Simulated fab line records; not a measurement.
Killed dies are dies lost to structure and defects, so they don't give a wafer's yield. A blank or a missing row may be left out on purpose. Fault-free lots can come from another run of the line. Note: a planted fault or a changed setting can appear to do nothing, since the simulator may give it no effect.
fab line records	flow n5Finfet
record lots=7	wafers=39
route steps=1938 shown SD_EPI_N@275 MOL_CONTACT_COAG@562
startH: hours from the record's first day to the start of the lot's first wafer shown	waitH: hours since the lot's step before	" identical to the entry in the row above	L1.1+2: one row covering several wafers at once	- no value, or no start was given	* or withheld: withheld	< > ~ a bound
route shown NAME@n: NAME is a module with steps in the file, n the number in the route of the first one	usual: mean/standard deviation taken from wafers without a fault	same: alike in all rows	chamber/n: place in a boat	sites: readings site by site	_std_site: the standard deviation of these	_edge_site: the outer-site mean with the inner-site mean subtracted	radiusMm: how far each site lies from the wafer's centre	mask NAME#n: copy n	behind: tool/chamber where the wafer was last shaped	hold: cause of the lot's hold/its duration in hours/its outcome	device: the transistor (n, p or np) that didn't switch	end of line: at the end of the route, the tests of the same wafers	for a step that has no rows: nothing shown but its recipe	killed: the dies lost at the first sort to structure and to defects; this is not the yield of the wafer	map: the dies of a wafer, with x for killed, . for not killed, _ for no die there
set.NAME: the setting as run; set.NAME@STEP: as run at that earlier step	model.NAME: the simulator's own value behind a step, which no gauge read
one table per step and one row per wafer, for lots whose settings were changed on purpose
## steps
# step N5_SD_EPI_N_ETCH_35
# recipe chemistry=N2/H2	target=SOC	overetchA=1080	maskMaterial=SiARC	tempC=40	ionEnergyEv=100	sourceW=3000	biasW=133	pressureMtorr=20	timeS=486	n2FlowSccm=200	h2FlowSccm=200
lot.wafer	tool	chamber	startH	waitH	set.timeS	model.SiARC_of_SD_EPI_N_COAT_33.thkNm
L074.1	rieDiel-01	2	51.31	0.0	486	19.6
L074.2+4+5	"	0,3,3	"	"	486	20.2
L074.3+6	"	1,0	"	"	486	20
L079.2+5+6	rieDiel-03	3,0,3	82.07	0.0	486	20.2
L080.1	rieDiel-03	0	86.39	0.0	486	20
L080.2	"	2	"	"	554.8	17.6
L080.3+4	"	1,3	"	"	486	20.2
L080.5	"	0	"	"	554.8	18
L080.6	"	1	"	"	554.8	18.2
L082.1	rieDiel-04	1	104.17	0.0	486	21
L082.2	"	2	"	"	486	20
L082.3+4	"	3,2	"	"	563.2	17.6
L082.5	"	1	"	"	563.2	18.6
L082.6	"	3	"	"	486	19.8
L092.1+2+6	rieDiel-01	1,3,3	157.91	0.0	486	19.4
L092.3	"	2	"	"	486	19.8
L092.4+5	"	0	"	"	486	20.2
L094.1	rieDiel-01	3	169.39	0.0	596.7	15.8
L094.2	"	2	"	"	486	19.8
L094.3+5	"	0	"	"	486	20.2
L094.4+6	"	1	"	"	596.7	16
L096.1+2+4+6	rieDiel-03	3,0,0,3	189.77	0.0	486	20.2
L096.3+5	"	2	"	"	486	19.6
# step N5_SD_EPI_N_STRIP_36
# recipe chemistry=N2/H2	tempC=40	n2FlowSccm=200	h2FlowSccm=200	rfFrequencyHz=6e+07
# step N5_SD_EPI_N_ETCHBACK_44
# recipe chemistry=CH3F/O2	mode=anisotropicEtchback	target=SiNx	targetDepthA=145	stopOn=SiO2	overEtchFrac=0.3	ionEnergyEv=120	pressureMtorr=30	sourceW=395	biasW=73	Ar_flow_sccm=150	CH3F_flow_sccm=30	O2_flow_sccm=20
# step N5_SD_EPI_N_ETCH_45
# recipe chemistry=CH3F/O2	target=SiOCN	targetDepthA=60	maskMaterial=SOC	ionEnergyEv=60	biasW=29	pressureMtorr=15	sourceW=410	Ar_flow_sccm=150	CH3F_flow_sccm=30	O2_flow_sccm=20
# step N5_SD_EPI_N_ETCH_16
# recipe chemistry=CHF3/O2	target=SiO2	targetDepthA=50	maskMaterial=SOC	pressureMtorr=30	sourceW=650	biasW=170	Ar_flow_sccm=200	CHF3_flow_sccm=50	O2_flow_sccm=5	ionEnergyEv=200
lot.wafer	tool	chamber	startH	waitH	set.timeS@SD_EPI_N_ETCH_35	model.SiARC_of_SD_EPI_N_COAT_33.thkNm
L074.1	rieDiel-01	2	51.84	0.1	486	12.4
L074.2+4+5+6	"	0,3,3,0	"	"	486	13
L074.3	"	1	"	"	486	12.6
L079.2+6	rieDiel-03	3	82.59	0.1	486	13.2
L079.5	"	0	"	"	486	13
L080.1	rieDiel-03	0	86.92	0.1	486	12.8
L080.2	"	2	"	"	554.8	10.2
L080.3+4	"	1,0	"	"	486	13
L080.5	"	2	"	"	554.8	10.8
L080.6	"	1	"	"	554.8	11
L082.1	rieDiel-04	1	104.69	0.1	486	14
L082.2	"	2	"	"	486	12.6
L082.3+4	"	3,2	"	"	563.2	10.2
L082.5	"	1	"	"	563.2	11.6
L082.6	"	3	"	"	486	12.4
L092.1+6	rieDiel-01	1,3	158.44	0.1	486	12
L092.2	"	3	"	"	486	11.8
L092.3	"	2	"	"	486	12.6
L092.4	"	0	"	"	486	13
L092.5	"	0	"	"	486	13.2
L094.1	rieDiel-01	3	169.91	0.1	596.7	8.2
L094.2	"	2	"	"	486	12.6
L094.3+5	"	0	"	"	486	13.2
L094.4+6	"	1	"	"	596.7	8.6
L096.1+2+6	rieDiel-03	3,0,3	190.29	0.1	486	13
L096.3+5	"	2	"	"	486	12.2
L096.4	"	0	"	"	486	12.8
# step N5_MOL_CONTACT_COAG_ALD_123
# recipe material=SiNx	targetThkA=50	tempC=400	aldPrecursorFamily=SiH2I2	aldCoReactant=N2/H2-plasma	pulseTimeS=1	purgeTimeS=2	coReactantPurgeTimeS=2	aldCycles=100	pressureTorr=2
lot.wafer	tool	chamber	startH	waitH	set.aldCycles	model.SiNx_of_MOL_CONTACT_COAG_ALD_123.thkNm
L074.1+3+4	aldSin-01	0,3,1	99.61	0.5	100	5
L074.2+5+6	"	2,0,1	"	"	117	5.8
L079.2+5+6	aldSin-01	3,2,1	132.29	0.4	100	5
L080.1+2+3+4+5+6	aldSin-02	1,0,3,2,1,0	136.08	0.0	100	5
L082.1+2+3	aldSin-03	0,3,2	154.16	0.0	100	5
L082.4+5+6	"	1,0,1	"	"	95	4.8
L092.1+2+3	aldSin-03	3,0,1	209.27	0.9	100	5
L092.4+5+6	"	2,0,1	"	"	87	4.4
L094.1+2+3+4+5+6	aldSin-02	3,0,2,1,3,2	220.89	0.0	100	5
L096.1+2+3+4+5+6	aldSin-02	2,0,3,1,0,1	237.03	0.5	100	5
# step N5_MOL_CONTACT_COAG_PECVD_31
# recipe material=SiO2	targetThkA=460	tempC=400	precursor=TEOS/O2	pressureTorr=6.5	rfW=withheld	teosFlowSccm=withheld	gas=O2	flowSccm=2650	timeS=8.9
# step N5_MOL_CONTACT_COAG_COAT_75
# recipe resist=SOC	tempC=250	timeS=60	spinRpm=1500	resistThkNm=60
# step N5_MOL_CONTACT_COAG_STRIP_120
# recipe chemistry=CHF3	resist=SiARC	rfFrequencyHz=6e+07
# step N5_MOL_CONTACT_COAG_VIA_ETCH_117
# recipe chemistry=C4F6/O2	targetDepthA=400	overetchA=80	maskMaterial=SOC	target=SiO2	biasW=455	pressureMtorr=10	timeS=26	sourceW=325	Ar_flow_sccm=300	C4F6_flow_sccm=10	O2_flow_sccm=10	ionEnergyEv=575.3	ends=endPoint
# step N5_MOL_CONTACT_COAG_ETCH_124
# recipe chemistry=CH3F/O2	target=SiNx	targetDepthA=65	maskMaterial=SOC	stopOn=SiOC	overEtchFrac=0.3	ionEnergyEv=120	pressureMtorr=30	sourceW=395	biasW=73	Ar_flow_sccm=150	CH3F_flow_sccm=30	O2_flow_sccm=20	ends=endPoint
lot.wafer	tool	chamber	startH	waitH	set.aldCycles@MOL_CONTACT_COAG_ALD_123	model.etch.depthNm
L074.1	rieDiel-01	2	103.09	0.0	100	4.962
L074.2	"	3	"	"	117	5.86
L074.3	"	3	"	"	100	4.966
L074.4	"	2	"	"	100	4.994
L074.5	"	2	"	"	117	5.808
L074.6	"	3	"	"	117	5.858
L079.2	rieDiel-04	1	135.08	0.0	100	4.985
L079.5	"	3	"	"	100	4.987
L079.6	"	0	"	"	100	5.001
L080.1	rieDiel-03	3	139.40	0.0	100	4.997
L080.2	"	1	"	"	100	5.035
L080.3	"	0	"	"	100	5.027
L080.4	"	2	"	"	100	4.984
L080.5	"	2	"	"	100	5.001
L080.6	"	1	"	"	100	5.002
L082.1	rieDiel-01	0	157.55	0.0	100	4.975
L082.2	"	2	"	"	100	5.026
L082.3	"	1	"	"	100	4.991
L082.4	"	3	"	"	95	4.746
L082.5	"	3	"	"	95	4.703
L082.6	"	0	"	"	95	4.732
L092.1	rieDiel-01	0	212.42	0.0	100	5.018
L092.2	"	2	"	"	100	5.024
L092.3	"	1	"	"	100	4.973
L092.4	"	3	"	"	87	4.303
L092.5	"	2	"	"	87	4.337
L092.6	"	1	"	"	87	4.334
L094.1	rieDiel-01	1	223.90	0.0	100	5.001
L094.2	"	2	"	"	100	4.979
L094.3	"	0	"	"	100	5.008
L094.4	"	3	"	"	100	4.977
L094.5	"	2	"	"	100	4.996
L094.6	"	1	"	"	100	5.027
L096.1	rieDiel-01	3	240.37	0.0	100	4.995
L096.2	"	2	"	"	100	4.966
L096.3	"	1	"	"	100	5.009
L096.4	"	0	"	"	100	4.975
L096.5	"	1	"	"	100	4.96
L096.6	"	0	"	"	100	4.977
## key
split step=N5_SD_EPI_N_ETCH_35	setting=timeS	stated=486	by=wafer
response step=N5_SD_EPI_N_ETCH_35	reading=model.SiARC_of_SD_EPI_N_COAT_33.thkNm	change=-0.167	per=1%	r=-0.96
response step=N5_SD_EPI_N_ETCH_16	reading=model.SiARC_of_SD_EPI_N_COAT_33.thkNm	change=-0.177	per=1%	r=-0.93
split step=N5_MOL_CONTACT_COAG_ALD_123	setting=aldCycles	stated=100	by=wafer
response step=N5_MOL_CONTACT_COAG_ALD_123	reading=model.SiNx_of_MOL_CONTACT_COAG_ALD_123.thkNm	change=+0.0464	per=1%	r=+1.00
response step=N5_MOL_CONTACT_COAG_ETCH_124	reading=model.etch.depthNm	change=+0.0517	per=1%	r=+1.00
